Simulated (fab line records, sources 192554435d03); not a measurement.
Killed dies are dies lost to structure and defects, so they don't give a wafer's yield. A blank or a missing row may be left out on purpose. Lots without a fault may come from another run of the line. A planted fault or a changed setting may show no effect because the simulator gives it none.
Chamber matching | flow n5_finfet | N5_BEOL_M8_STRIP_36 on rie_diel-01: 4 sister chambers
The step strips in N2/H2. 4 wafers are shown with their chamber, then 8 later ones without.

WAFERS WITH THEIR CHAMBER
wafer  | chamber | drypump_motor_current_A (A)
L083.3 | 3       | 5.12
L085.1 | 0       | 6.22
L085.3 | 1       | 5.94
L085.4 | 2       | 6.18

WAFERS WITHOUT THEIR CHAMBER
wafer  | drypump_motor_current_A (A)
L085.5 | 5.94
L085.6 | 6.22
L091.2 | 6.20
L091.4 | 6.21
L091.6 | 5.93
L092.2 | 6.18
L092.5 | 5.12
L092.6 | 6.20

WHICH CHAMBER EACH WENT THROUGH
wafer  | from the rows above     | in truth
L085.5 | 1                       | 1
L085.6 | 0                       | 0
L091.2 | can't be placed: 0 or 2 | 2
L091.4 | can't be placed: 0 or 2 | 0
L091.6 | 1                       | 1
L092.2 | 2                       | 2
L092.5 | 3                       | 3
L092.6 | can't be placed: 0 or 2 | 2
Placed correctly: 5 of 8. Can't be placed from these rows: 3 (the true chamber is among the candidates in 3). Placed wrongly: 0.
How it was worked out, from the rows above alone: a wafer's distance from a chamber is the root of the sum, over the readings, of the square of ((its reading less the chamber's mean) divided by the reading's scatter). The wafer belongs to the nearest chamber; if the next one is less than 2 further off, it can't be placed. A chamber's mean is the mean of its shown wafers. The scatter: with one shown wafer a chamber, the root of the mean of the squares of how far each hidden wafer lies from its nearest shown one.
